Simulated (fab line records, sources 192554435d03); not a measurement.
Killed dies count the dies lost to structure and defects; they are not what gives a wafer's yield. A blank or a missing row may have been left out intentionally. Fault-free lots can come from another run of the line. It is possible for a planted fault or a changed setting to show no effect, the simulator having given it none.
fab line records	flow n5Finfet
record lots=7	wafers=18	lastDay=17
route steps=1938 shown BEOL_M0_SAQP@656 BEOL_M4@1111 PASSIVATION@1936
lots with no fault: from the same line, run without faults
startH: hours from the record's first day to the start of the lot's first wafer shown	waitH: time in hours since the lot's previous step	" unchanged from the row above	L1.1+2: a single row standing in for several wafers	- either no value or no given start	* or withheld: withheld	< > ~ a bound
route shown NAME@n: NAME is a module with steps in the file, n the number in the route of the first one	usual: mean/standard deviation taken from wafers without a fault	same: alike in all rows	chamber/n: place in a boat	sites: each site's reading	_std_site: the values' standard deviation	_edge_site: inner sites' mean taken away from outer sites' mean	radiusMm: how far each site lies from the wafer's centre	mask NAME#n: copy n	behind: tool/chamber where the wafer was last shaped	hold: the reason the lot was held/the length of the hold in hours/how it ended	device: the transistor (n, p or np) that didn't switch	end of line: tests of these same wafers at the route's end	for a step that has no rows: nothing shown but its recipe	killed: dies lost to structure and defects at the first sort, not the wafer's yield	map: the dies of a wafer, with x for killed, . for not killed, _ for no die there
set.NAME: setting as actually run; set.NAME@STEP: the setting as run at that earlier step	model.NAME: the simulator's own value behind a step, which no gauge read
lots seen at some steps along the route; tables by step, rows by wafer
services: the hour from which a tool's chamber was out of use, counted from the record's first day as startH (under 0 if before that day), plus the number of hours and why
## steps
# step N5_BEOL_M0_SAQP_HM_OPEN_112
# recipe chemistry=CHF3/O2	target=SiO2	stopOn=a-Si	targetDepthA=120	overEtchFrac=1.25	maskMaterial=SOC	timeS=13.5	pressureMtorr=30	sourceW=650	biasW=170	Ar_flow_sccm=200	CHF3_flow_sccm=50	O2_flow_sccm=5	ionEnergyEv=200	ends=endPoint
# usual drypumpMotorCurrentA=5.8/0.47	oesProductAu=0.53/0.055	rfFwdPowerW=644.7/2.5	rfVppV=522/3.9	showerheadPlenumPTorr=2.42/0.085	throttleValvePct=18.85/0.24
lot.wafer	tool	chamber	startH	waitH	drypumpMotorCurrentA	oesProductAu	rfFwdPowerW	rfHoursCounterH	rfVppV	showerheadPlenumPTorr	throttleValvePct
L938.1	rieDiel-05	3	115.67	0.0	5.7	0.45	648.2	232	515	2.29	19.10
L938.2	"	0	"	"	5.6	0.46	639.5	240	526	2.37	18.75
L938.4	"	1	"	"	5.8	0.50	644.7	158	518	2.51	18.98
L939.2	rieDiel-06	3	125.98	0.0	6.6	0.55	645.3	63	517	2.34	18.76
L939.3	"	1	"	"	5.5	0.50	638.8	164	523	2.32	18.81
L939.6	"	2	"	"	6.5	0.52	641.7	-	525	2.42	18.94
L945.2	rieDiel-05	2	167.58	0.0	5.4	0.48	646.9	174	526	2.40	19.19
L945.6	"	2	"	"	5.4	0.49	644.5	-	526	2.40	19.19
L946.2	rieDiel-02	1	171.98	0.0	5.5	0.49	645.4	156	520	2.50	18.85
L946.6	"	2	"	"	5.1	0.53	645.2	-	519	2.34	18.72
L950.5	rieDiel-06	0	197.32	0.0	5.7	0.56	643.2	-	522	2.45	18.52
L950.6	"	1	"	"	5.5	0.48	639.1	-	521	2.31	18.85
L957.1	rieDiel-05	2	234.22	0.0	5.4	0.47	646.9	198	527	2.39	19.23
L957.4	"	1	"	"	5.8	0.48	642.7	198	518	2.49	19.06
L957.6	"	0	"	"	5.6	0.60	643.2	-	525	2.36	18.40
L960.3	rieDiel-02	2	250.85	0.0	5.1	0.52	647.9	97	521	2.33	18.74
L960.5	"	3	"	"	6.6	0.58	648.7	-	525	2.45	18.53
L960.6	"	2	"	"	5.1	0.52	648.5	-	520	2.33	18.75
# step N5_BEOL_M0_SAQP_STRIP_113
# recipe chemistry=CHF3/O2	resist=SiARC	rfFrequencyHz=6e+07
# step N5_BEOL_M0_SAQP_MANDREL_ETCH_20
# recipe targetDepthA=600	chemistry=HBr/Cl2	target=a-Si	stopOn=SiNx	btTimeS=10	maskMaterial=SOC	overEtchFrac=0.5	timeS=30	pressureMtorr=10	icpW=800	biasW=75	HBr_flow_sccm=150	Cl2_flow_sccm=80	ends=endPoint
# step N5_BEOL_M0_SAQP_STRIP_86
# recipe chemistry=N2/H2	powerW=500	tempC=40	pressureMtorr=50	rfFrequencyHz=6e+07	overashFraction=0.3	biasPowerW=28	h2Frac=0.5	n2FlowSccm=300	h2FlowSccm=300
# step N5_BEOL_M0_SAQP_STRIP_115
# recipe chemistry=postEtchResidueRemover	timeS=60	tempC=25	removerPh=withheld	removerWaterWtPct=withheld	removerFluorideWtPct=withheld
# step N5_BEOL_M0_SAQP_SRD_93
# recipe dry=ipaMarangoni	timeS=30	tempC=23	rinseLiquid=diw
# step N5_BEOL_M0_SAQP_RECESS_114
# recipe chemistry=HF/NH3	target=SiO2	targetDepthA=144	afsCycles=3	tempC=30	sublimationTempC=180	sublimationTimeS=60
# usual drypumpMotorCurrentA=5.70/0.14
lot.wafer	tool	chamber	startH	waitH	drypumpMotorCurrentA
L938.1	vaporEtch-01	0	115.99	0.0	5.60
L938.2	"	1	"	"	5.87
L938.4	"	0	"	"	5.58
L939.2	vaporEtch-01	1	126.29	0.0	5.86
L939.3	"	1	"	"	5.86
L939.6	"	0	"	"	5.59
L945.2	vaporEtch-01	0	167.90	0.0	5.62
L945.6	"	0	"	"	5.59
L946.2	vaporEtch-02	0	172.37	0.1	5.78
L946.6	"	1	"	"	5.53
L950.5	vaporEtch-02	0	199.13	1.4	5.75
L950.6	"	1	"	"	5.54
L957.1	vaporEtch-02	1	234.53	0.0	5.54
L957.4	"	1	"	"	5.54
L957.6	"	0	"	"	5.79
L960.3	vaporEtch-02	1	251.28	0.1	5.54
L960.5	"	1	"	"	5.54
L960.6	"	0	"	"	5.75
# step N5_BEOL_M0_SAQP_SPACER1_ALD_98
# recipe material=SiO2	targetThkA=128	tempC=300	aldPrecursorFamily=BDEAS	aldCoReactant=O2-plasma	pulseTimeS=1	purgeTimeS=2	coReactantPurgeTimeS=2	aldCycles=138	pressureTorr=2
# usual heaterPowerW=489/41	precursorPulseHeightRel=1.002/0.02
# same purgeTimeS=2
lot.wafer	tool	chamber	startH	waitH	heaterPowerW	precursorPulseHeightRel
L938.1	aldSin-02	1	116.40	0.3	477	1.007
L938.2	"	0	"	"	528	0.994
L938.4	"	3	"	"	535	0.993
L939.2	aldSin-02	3	126.67	0.3	531	1.006
L939.3	"	1	"	"	503	0.983
L939.6	"	0	"	"	537	1.019
L945.2	aldSin-02	3	171.25	3.2	523	0.978
L945.6	"	1	"	"	478	0.985
L946.2	aldSin-02	0	177.07	4.6	538	1.001
L946.6	"	0	"	"	534	1.034
L950.5	aldSin-03	2	199.50	0.3	467	0.991
L950.6	"	1	"	"	473	1.001
L957.1	aldSin-03	1	234.91	0.3	481	1.024
L957.4	"	0	"	"	446	1.028
L957.6	"	1	"	"	479	1.008
L960.3	aldSin-02	2	251.86	0.5	477	1.057
L960.5	"	0	"	"	533	1.003
L960.6	"	3	"	"	523	1.003
# step N5_BEOL_M0_SAQP_SPACER1_ETCHBACK_99
# recipe chemistry=CHF3/O2	mode=anisotropicEtchback	target=SiO2	targetDepthA=154	timeS=7.7	pressureMtorr=30	sourceW=650	biasW=170	Ar_flow_sccm=200	CHF3_flow_sccm=50	O2_flow_sccm=5	ionEnergyEv=200
# step N5_BEOL_M0_SAQP_MANDREL1_REMOVE_100
# recipe chemistry=HBr/Cl2/O2	btTimeS=10	target=a-Si	stopOn=SiNx	endpoint=OES-SiCl	overEtchFrac=0.85	icpW=600	biasW=30	HBr_flow_sccm=150	Cl2_flow_sccm=80	O2_flow_sccm=5	pressureMtorr=10
# step N5_BEOL_M0_SAQP_CD_MEAS_25
# recipe targetCdNm=13.1	landingEnergyEv=1000	detector=seInlens
# usual cdNm=12.83/0.22
lot.wafer	tool	chamber	startH	waitH	cdNm
L938.1	cdSem-02	0	117.20	0.1	12.59
L938.2	"	0	"	"	12.87
L938.4	"	0	"	"	12.93
L939.2	cdSem-02	0	127.53	0.1	13.49
L939.3	"	0	"	"	13.04
L939.6	"	0	"	"	12.74
L945.2	cdSem-03	0	171.93	0.1	13.14
L945.6	"	0	"	"	12.65
L946.2	cdSem-03	0	177.89	0.1	12.78
L946.6	"	0	"	"	13.11
L950.5	cdSem-01	0	199.97	0.0	12.86
L950.6	"	0	"	"	12.57
L957.1	cdSem-03	0	235.59	0.1	12.20
L957.4	"	0	"	"	13.29
L957.6	"	0	"	"	13.01
L960.3	cdSem-01	0	252.59	0.1	12.46
L960.5	"	0	"	"	12.93
L960.6	"	0	"	"	12.65
# step N5_BEOL_M0_SAQP_ETCH_101
# recipe chemistry=CH3F/O2	target=SiNx	maskMaterial=SiO2	targetDepthA=299	timeS=42.7	pressureMtorr=30	sourceW=395	biasW=73	Ar_flow_sccm=150	CH3F_flow_sccm=30	O2_flow_sccm=20	ionEnergyEv=120
# usual drypumpMotorCurrentA=5.7/0.47	oesProductAu=0.81/0.091	rfFwdPowerW=392.9/1.4	rfVppV=295.7/2.3	showerheadPlenumPTorr=2.02/0.075	throttleValvePct=16.37/0.24
lot.wafer	tool	chamber	startH	waitH	drypumpMotorCurrentA	oesProductAu	rfFwdPowerW	rfHoursCounterH	rfVppV	showerheadPlenumPTorr	throttleValvePct
L938.1	rieDiel-02	1	117.35	0.2	5.5	0.76	392.6	137	294.9	2.08	16.34
L938.2	"	0	"	"	5.1	0.68	394.5	251	289.7	1.89	16.97
L938.4	"	0	"	"	5.1	0.69	393.2	-	289.6	1.89	16.95
L939.2	rieDiel-05	0	127.57	0.0	5.6	0.70	390.7	243	298.1	1.97	16.36
L939.3	"	1	"	"	5.8	0.76	393.4	161	294.0	2.08	16.48
L939.6	"	2	"	"	5.4	0.76	393.4	-	298.4	2.00	16.69
L945.2	rieDiel-06	3	171.96	0.0	6.5	0.84	393.9	76	294.0	1.94	16.33
L945.6	"	1	"	"	5.5	0.74	391.4	-	296.0	1.92	16.36
L946.2	rieDiel-02	0	177.95	0.1	5.1	0.93	394.5	14	294.5	2.13	16.50
L946.6	"	1	"	"	5.5	0.74	393.6	-	295.1	2.07	16.40
L950.5	rieDiel-05	0	200.04	0.1	5.6	0.95	390.7	-	297.3	1.96	15.92
L950.6	"	3	"	"	5.8	0.98	391.9	-	296.5	2.14	16.19
L957.1	rieDiel-06	1	235.63	0.0	5.5	0.72	391.8	197	296.6	1.91	16.39
L957.4	"	0	"	"	5.8	0.84	392.2	58	297.5	2.03	16.07
L957.6	"	3	"	"	6.5	0.81	393.6	-	293.0	1.94	16.36
L960.3	rieDiel-06	3	252.70	0.1	6.6	0.81	392.2	99	293.7	1.93	16.36
L960.5	"	0	"	"	5.7	0.83	391.4	-	294.7	2.03	16.07
L960.6	"	3	"	"	6.5	0.80	392.4	-	292.9	1.93	16.36
# step N5_BEOL_M0_SAQP_ETCH_102
# recipe chemistry=CF4	target=SiO2	targetDepthA=40	ionEnergyEv=350	timeS=4.4	pressureMtorr=10	icpW=800	biasW=400	cf4FlowSccm=80
# usual drypumpMotorCurrentA=5.8/0.32	oesProductAu=1.000/0.019	rfFwdPowerW=789/3.5	throttleValvePct=21.86/0.11
lot.wafer	tool	chamber	startH	waitH	drypumpMotorCurrentA	oesProductAu	rfFwdPowerW	rfHoursCounterH	throttleValvePct	model.etch.depthNm
L938.1	rieSi-05	2	117.50	0.1	5.5	0.983	791	126	21.73	3.938
L938.2	"	1	"	"	5.3	1.030	792	150	21.77	3.983
L938.4	"	3	"	"	5.7	0.983	788	188	21.86	3.955
L939.2	rieSi-01	3	127.67	0.1	6.0	0.967	789	101	21.60	4.002
L939.3	"	0	"	"	6.0	0.990	789	54	21.76	4.075
L939.6	"	1	"	"	6.3	1.009	793	-	21.94	4.05
L945.2	rieSi-05	1	172.07	0.1	5.3	1.494	789	151	21.92	6.875
L945.6	"	3	"	"	5.6	0.987	784	-	21.85	4.021
L946.2	rieSi-05	3	178.05	0.1	5.6	1.438	780	190	22.01	6.874
L946.6	"	0	"	"	5.9	0.996	792	-	21.94	3.986
L950.5	rieSi-05	0	200.12	0.0	5.9	1.439	788	-	22.07	6.829
L950.6	"	1	"	"	5.3	1.021	791	-	21.77	3.962
L957.1	rieSi-04	0	235.73	0.1	6.0	1.027	789	26	21.89	3.975
L957.4	"	1	"	"	6.1	1.006	783	85	22.08	3.976
L957.6	"	2	"	"	5.4	1.019	788	-	21.84	4.058
L960.3	rieSi-01	0	252.81	0.1	6.0	0.996	790	56	21.75	4.057
L960.5	"	0	"	"	6.0	0.996	789	-	21.76	4.08
L960.6	"	1	"	"	6.2	1.008	789	-	21.93	4.031
# step N5_BEOL_M0_SAQP_MANDREL_ETCH_103
# recipe chemistry=HBr/Cl2	target=a-Si	targetDepthA=450	btTimeS=10	stopOn=SiCN	maskMaterial=SiO2	overEtchFrac=0.8	timeS=27	pressureMtorr=10	icpW=800	biasW=75	HBr_flow_sccm=150	Cl2_flow_sccm=80	ends=endPoint
# usual drypumpMotorCurrentA=5.8/0.32	mfcCl2Sccm=79.99/0.23	oesProductAu=0.683/0.015	rfFwdPowerW=793.6/2.6	throttleValvePct=35.50/0.16
lot.wafer	tool	chamber	startH	waitH	drypumpMotorCurrentA	mfcCl2Sccm	oesProductAu	rfFwdPowerW	rfHoursCounterH	throttleValvePct
L938.1	rieSi-05	2	117.54	0.0	5.5	80.15	0.682	795.4	126	35.31
L938.2	"	1	"	"	5.3	79.46	0.700	794.5	150	35.34
L938.4	"	3	"	"	5.6	80.15	0.680	786.5	188	35.38
L939.2	rieSi-01	3	127.71	0.0	6.0	79.87	0.666	795.5	101	35.28
L939.3	"	0	"	"	6.1	79.96	0.668	794.1	54	35.41
L939.6	"	1	"	"	6.2	80.17	0.683	793.3	-	35.44
L945.2	rieSi-05	1	172.10	0.0	5.3	79.68	0.696	793.7	151	35.35
L945.6	"	3	"	"	5.6	80.28	0.675	792.1	-	35.37
L946.2	rieSi-05	3	178.08	0.0	5.6	79.49	0.672	794.4	190	35.42
L946.6	"	0	"	"	6.0	80.04	0.685	799.8	-	35.53
L950.5	rieSi-05	0	200.17	0.0	5.9	80.00	0.686	795.1	-	35.55
L950.6	"	1	"	"	5.3	80.48	0.709	791.5	-	35.35
L957.1	rieSi-04	0	235.76	0.0	6.0	80.11	0.698	792.5	26	35.60
L957.4	"	1	"	"	6.1	79.69	0.692	790.5	85	35.83
L957.6	"	2	"	"	5.3	80.13	0.701	795.5	-	35.48
L960.3	rieSi-01	0	252.84	0.0	6.0	79.76	0.659	793.0	56	35.44
L960.5	"	0	"	"	6.0	79.76	0.664	791.9	-	35.41
L960.6	"	1	"	"	6.2	80.15	0.682	794.4	-	35.46
# step N5_BEOL_M4_RC_MEAS_101
# usual DIBL_N=36.3/1.2	DIBL_P=36.7/1.5	IOFF_N=0.164/0.02	IOFF_P=0.214/0.024	ION_N=673/8.5	ION_P=461/5.9	SS_N=71.6/0.44	SS_P=73.3/0.55	VT_N=249.4/2.4	VT_P=-250.0/2.3
lot.wafer	tool	chamber	startH	waitH	DIBL_N[mV/V]	DIBL_P[mV/V]	IOFF_N[nA/um]	IOFF_P[nA/um]	ION_N[uA/um]	ION_P[uA/um]	SS_N[mV/dec]	SS_P[mV/dec]	VT_N[mV]	VT_P[mV]
L938.1	prober-02	0	171.73	0.0	35.2	33.6	0.146	0.190	674	462	71.2	72.8	250.3	-249.2
L938.2	"	0	"	"	36.0	34.6	0.151	0.207	660	462	71.9	73.1	250.2	-248.8
L938.4	"	0	"	"	36.6	34.5	0.158	0.204	666	457	71.4	73.3	250.9	-249.3
L939.2	prober-01	0	194.91	0.2	35.8	38.1	0.168	0.214	678	462	71.2	73.9	247.9	-252.2
L939.3	"	0	"	"	34.7	36.0	0.141	0.180	669	455	70.6	72.5	251.3	-251.2
L939.6	"	0	"	"	35.6	36.7	0.156	0.194	668	455	72.1	72.8	250.0	-253.7
L946.2	prober-01	0	232.39	0.2	37.4	38.2	0.176	0.252	673	467	72.1	73.2	248.4	-246.0
L946.6	"	0	"	"	37.3	38.4	0.179	0.254	678	466	71.8	74.4	247.0	-246.8
L945.2	prober-01	0	233.86	0.2	35.7	36.8	0.159	0.204	677	457	71.3	73.1	248.4	-252.8
L945.6	"	0	"	"	35.8	37.0	0.169	0.213	676	459	71.2	72.8	249.8	-250.5
L950.5	prober-02	0	254.65	0.6	36.9	37.6	0.158	0.184	666	452	71.1	72.7	251.2	-250.3
L950.6	"	0	"	"	38.7	39.2	0.201	0.215	663	450	72.1	73.4	249.5	-252.6
L957.1	prober-02	0	286.17	0.0	37.4	36.7	0.173	0.218	677	464	71.2	72.6	249.8	-250.0
L957.4	"	0	"	"	36.9	35.8	0.159	0.203	656	453	71.7	73.3	250.4	-253.3
L957.6	"	0	"	"	36.5	35.9	0.157	0.211	668	459	71.1	73.2	249.5	-249.3
L960.3	prober-02	0	307.49	0.3	37.3	39.5	0.178	0.237	679	466	71.8	73.9	250.1	-250.4
L960.5	"	0	"	"	38.1	40.5	0.196	0.242	682	467	72.0	74.5	247.9	-249.3
L960.6	"	0	"	"	36.9	39.9	0.183	0.241	688	469	71.3	73.9	247.6	-249.9
# step N5_PASSIVATION_PROBE_49
# usual defectLimitedYield=91.2/1.5	killed_at_M0_to_M3=35/11	killed_at_M4_up=13/5.6	killedAtContacts=13/6.3	killedAtFrontEnd=38/12	killedAtOther=3.7/2.9	killedDies=104/18	killedOpen=69/13	killedShort=34/8.3	sort_bin_5_function=5.2/0.95	sort_bin_6_memory=3.3/0.68	sortNPass=1076/18	sortYieldPct=91.2/1.5
# same grossDies=1180	killedAtBackSide=0	sort_bin_4_leakage[%]=0	sort_bin_8_speed[%]=0
lot.wafer	tool	chamber	startH	waitH	defectLimitedYield[%]	killed_at_M0_to_M3	killed_at_M4_up	killedAtContacts	killedAtFrontEnd	killedAtOther	killedDies	killedOpen	killedShort	sort_bin_5_function[%]	sort_bin_6_memory[%]	sortNPass	sortYieldPct[%]
L938.1	prober-01	-	286.01	0.0	91.3	38	17	15	28	5	103	64	35	4.3	4.1	1077	91.3
L938.2	prober-01	-	286.06	0.1	90.8	45	5	13	40	5	108	67	40	5.1	3.6	1072	90.8
L938.4	prober-01	-	286.16	0.2	90.1	41	16	19	35	6	117	82	33	6.0	3.6	1063	90.1
L939.2	prober-02	-	299.73	0.1	91.9	47	7	12	27	3	96	66	26	4.9	2.8	1084	91.9
L939.3	prober-02	-	299.78	0.1	90.7	41	12	16	39	2	110	79	30	5.4	3.6	1070	90.7
L939.6	prober-02	-	299.93	0.3	91.1	29	23	11	39	3	105	75	29	4.8	4.0	1075	91.1
L945.2	prober-01	-	333.61	0.1	92.7	23	10	13	33	7	86	56	30	3.6	3.4	1094	92.7
L945.6	prober-01	-	333.81	0.3	93.6	8	16	13	36	3	76	45	29	4.3	1.9	1104	93.6
L946.2	prober-01	-	338.19	0.2	91.7	32	12	8	44	2	98	57	41	5.3	2.8	1082	91.7
L946.6	prober-01	-	338.39	0.4	91.9	28	12	7	48	0	95	70	25	4.5	3.2	1085	91.9
L950.5	prober-01	-	359.95	0.2	89.1	65	11	22	29	2	129	91	37	5.8	4.4	1051	89.1
L950.6	prober-01	-	360.00	0.3	91.7	38	8	15	33	4	98	62	36	5.7	2.4	1082	91.7
L957.1	prober-02	-	397.93	0.6	89.7	35	9	29	48	1	122	82	38	5.7	4.3	1058	89.7
L957.4	prober-02	-	398.08	0.7	89.5	28	16	28	48	4	124	83	41	5.6	4.7	1056	89.5
L957.6	prober-02	-	398.18	0.8	88.1	49	6	21	64	0	140	93	46	6.8	4.5	1040	88.1
L960.3	prober-01	-	411.96	0.1	92.4	23	12	22	27	6	90	63	27	4.3	3.1	1090	92.4
L960.5	prober-01	-	412.06	0.2	92.9	26	12	14	30	2	84	61	22	4.2	2.7	1096	92.9
L960.6	prober-01	-	412.11	0.3	92.8	22	11	23	28	1	85	56	26	4.4	2.6	1095	92.8
# killed by level:class
L938.1 MOL_CONTACT_COAG:geometricParticle:open=12 BEOL_M0_SAQP:geometricParticle:open=10 BEOL_M3:geometricParticle:open=7 BEOL_M0_SAQP:geometricParticle:short=7 BEOL_M4:geometricParticle:open=7 FIN_SAQP:geometricParticle:open=6 FIN_SAQP:geometricParticle:short=5 BEOL_M3:geometricParticle:short=5
L938.2 BEOL_M0_SAQP:geometricParticle:open=13 MOL_CONTACT_COAG:geometricParticle:open=11 BEOL_M3:geometricParticle:open=11 BEOL_M0_SAQP:geometricParticle:short=10 FIN_SAQP:geometricParticle:short=7 STARTING-WAFER:geometricParticle:short=7 STI_FIN_REVEAL:geometricParticle:open=6 GATE_CUT:geometricParticle:short=4
L938.4 MOL_CONTACT_COAG:geometricParticle:open=13 BEOL_M0_SAQP:geometricParticle:open=11 DUMMY_GATE:geometricParticle:open=10 FIN_SAQP:geometricParticle:open=9 BEOL_M0_SAQP:geometricParticle:short=9 BEOL_M1:geometricParticle:open=9 BEOL_M4:geometricParticle:open=9 MOL_CONTACT_COAG:geometricParticle:short=5
L939.2 BEOL_M2:geometricParticle:open=13 MOL_CONTACT_COAG:geometricParticle:open=11 BEOL_M1:geometricParticle:open=8 BEOL_M3:geometricParticle:open=8 FIN_SAQP:geometricParticle:short=6 BEOL_M0_SAQP:geometricParticle:short=5 FIN_SAQP:geometricParticle:open=4 BEOL_M0:geometricParticle:open=4
L939.3 MOL_CONTACT_COAG:geometricParticle:open=14 FIN_SAQP:geometricParticle:open=13 BEOL_M3:geometricParticle:open=8 BEOL_M1:geometricParticle:open=7 BEOL_M0_SAQP:geometricParticle:short=6 BEOL_M0_SAQP:geometricParticle:open=6 FIN_SAQP:geometricParticle:short=5 STARTING-WAFER:geometricParticle:short=5
L939.6 FIN_SAQP:geometricParticle:open=21 BEOL_M4:geometricParticle:open=14 MOL_CONTACT_COAG:geometricParticle:open=9 FIN_SAQP:geometricParticle:short=7 STI_FIN_REVEAL:geometricParticle:open=6 BEOL_M0_SAQP:geometricParticle:short=6 BEOL_M1:geometricParticle:short=4 BEOL_M2:geometricParticle:open=4
L945.2 MOL_CONTACT_COAG:geometricParticle:open=11 BEOL_M0_SAQP:geometricParticle:open=8 STI_FIN_REVEAL:geometricParticle:open=7 BEOL_M0_SAQP:geometricParticle:short=7 BEOL_M4:geometricParticle:open=7 FIN_SAQP:geometricParticle:open=5 FIN_SAQP:geometricParticle:short=5 GATE_CUT:geometricParticle:open=3
L945.6 MOL_CONTACT_COAG:geometricParticle:open=11 FIN_SAQP:geometricParticle:open=10 FIN_SAQP:geometricParticle:short=10 BEOL_M4:geometricParticle:open=5 BEOL_M0_SAQP:geometricParticle:short=4 GATE_CUT:geometricParticle:short=3 BEOL_M7:geometricParticle:open=3 DUMMY_GATE:geometricParticle:open=2
L946.2 FIN_SAQP:geometricParticle:short=13 BEOL_M2:geometricParticle:open=8 FIN_SAQP:geometricParticle:open=7 MOL_CONTACT_COAG:geometricParticle:open=7 BEOL_M0_SAQP:geometricParticle:short=7 STI_FIN_REVEAL:geometricParticle:open=6 STARTING-WAFER:geometricParticle:short=5 BEOL_M1:geometricParticle:open=4
L946.6 STI_FIN_REVEAL:geometricParticle:open=13 FIN_SAQP:geometricParticle:open=10 BEOL_M3:geometricParticle:open=8 BEOL_M1:geometricParticle:open=7 FIN_SAQP:geometricParticle:short=6 DUMMY_GATE:geometricParticle:open=5 MOL_CONTACT_COAG:geometricParticle:open=5 BEOL_M2:geometricParticle:open=5
L950.5 MOL_CONTACT_COAG:geometricParticle:open=19 BEOL_M0_SAQP:geometricParticle:open=15 BEOL_M3:geometricParticle:open=11 BEOL_M0_SAQP:geometricParticle:short=11 BEOL_M1:geometricParticle:open=9 BEOL_M2:geometricParticle:open=9 STI_FIN_REVEAL:geometricParticle:open=7 STARTING-WAFER:geometricParticle:open=6
L950.6 STI_FIN_REVEAL:geometricParticle:open=14 MOL_CONTACT_COAG:geometricParticle:open=9 BEOL_M2:geometricParticle:open=9 BEOL_M0_SAQP:geometricParticle:short=8 FIN_SAQP:geometricParticle:open=6 STARTING-WAFER:geometricParticle:short=6 MOL_CONTACT_COAG:geometricParticle:short=6 BEOL_M1:geometricParticle:open=6
L957.1 MOL_CONTACT_COAG:geometricParticle:open=22 STI_FIN_REVEAL:geometricParticle:open=15 BEOL_M0_SAQP:geometricParticle:open=14 FIN_SAQP:geometricParticle:open=7 MOL_CONTACT_COAG:geometricParticle:short=7 BEOL_M0_SAQP:geometricParticle:short=7 FIN_SAQP:geometricParticle:short=5 GATE_CUT:geometricParticle:short=4
L957.4 MOL_CONTACT_COAG:geometricParticle:open=23 FIN_SAQP:geometricParticle:open=14 BEOL_M4:geometricParticle:open=12 BEOL_M0_SAQP:geometricParticle:open=10 FIN_SAQP:geometricParticle:short=8 BEOL_M0_SAQP:geometricParticle:short=8 STI_FIN_REVEAL:geometricParticle:open=7 MOL_CONTACT_COAG:geometricParticle:short=5
L957.6 STI_FIN_REVEAL:geometricParticle:open=21 FIN_SAQP:geometricParticle:short=17 MOL_CONTACT_COAG:geometricParticle:open=16 FIN_SAQP:geometricParticle:open=13 BEOL_M0_SAQP:geometricParticle:short=10 BEOL_M1:geometricParticle:open=10 BEOL_M3:geometricParticle:open=9 BEOL_M0_SAQP:geometricParticle:open=8
L960.3 MOL_CONTACT_COAG:geometricParticle:open=19 STI_FIN_REVEAL:geometricParticle:open=7 BEOL_M0_SAQP:geometricParticle:short=7 BEOL_M2:geometricParticle:open=6 FIN_SAQP:geometricParticle:short=4 BEOL_M0_SAQP:geometricParticle:open=4 BEOL_M7:geometricParticle:open=4 STARTING-WAFER:geometricParticle:open=4
L960.5 BEOL_M2:geometricParticle:open=15 MOL_CONTACT_COAG:geometricParticle:open=11 FIN_SAQP:geometricParticle:open=8 BEOL_M4:geometricParticle:open=6 BEOL_M0_SAQP:geometricParticle:short=4 STI_FIN_REVEAL:geometricParticle:short=3 STI_FIN_REVEAL:geometricParticle:open=3 GATE_CUT:geometricParticle:open=3
L960.6 MOL_CONTACT_COAG:geometricParticle:open=19 STI_FIN_REVEAL:geometricParticle:open=8 FIN_SAQP:geometricParticle:short=6 BEOL_M2:geometricParticle:open=5 MOL_CONTACT_COAG:geometricParticle:short=4 BEOL_M0_SAQP:geometricParticle:short=4 BEOL_M7:geometricParticle:open=4 FIN_SAQP:geometricParticle:open=3
## services
tool	chamber	startH	hours	kind
rieDiel-06	1	113.05	1.8	repair
rieDiel-02	2	113.09	5.5	repair
aldSin-03	-	114.28	0.5	repair
rieDiel-02	3	114.85	2.7	repair
aldSin-03	-	132.48	2.8	pm
rieDiel-05	0	134.07	5.7	repair
vaporEtch-02	0	153.46	4.1	repair
aldSin-02	3	156.59	14.0	repair
rieDiel-05	0	159.98	-	clean
rieDiel-05	0	159.98	-	consumableReplace:focusRing
aldSin-03	-	166.32	13.6	repair
rieSi-01	2	174.11	15.4	repair
aldSin-03	-	179.96	6.0	pm
rieSi-05	3	185.26	-	clean
rieSi-05	3	185.26	18.1	scheduledDown
rieSi-05	3	185.26	18.1	ventCycle
rieDiel-02	2	187.47	42.2	repair
vaporEtch-01	-	188.59	14.6	pm
rieSi-01	-	196.32	2.8	pm
rieDiel-05	-	197.43	0.5	repair
aldSin-02	-	214.88	0.9	repair
rieSi-01	3	228.90	4.3	repair
rieSi-04	1	241.79	3.2	repair
aldSin-03	3	248.26	2.9	repair
## key
firstSign step=N5_BEOL_M0_SAQP_ETCH_102	reading=oesProductAu	direction=up	sigmas=24	usual=1.000	struck=1.457
effect none on later readings
modelEffect step=N5_BEOL_M0_SAQP_ETCH_102	value=etch.depthNm	without=3.988	struck=6.859
metAt N5_BEOL_M0_SAQP_ETCH_102
struckWafers L945.2,L946.2,L950.5
onsetBetween 117.50 172.07
fault kind=processParameterDrift	tool=rieSi-05	chamber=-	onsetH=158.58	steps=N5_BEOL_M0_SAQP_ETCH_102	channel=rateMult	offset=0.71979	shape=step	endH=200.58	scope=struckWafersOnly
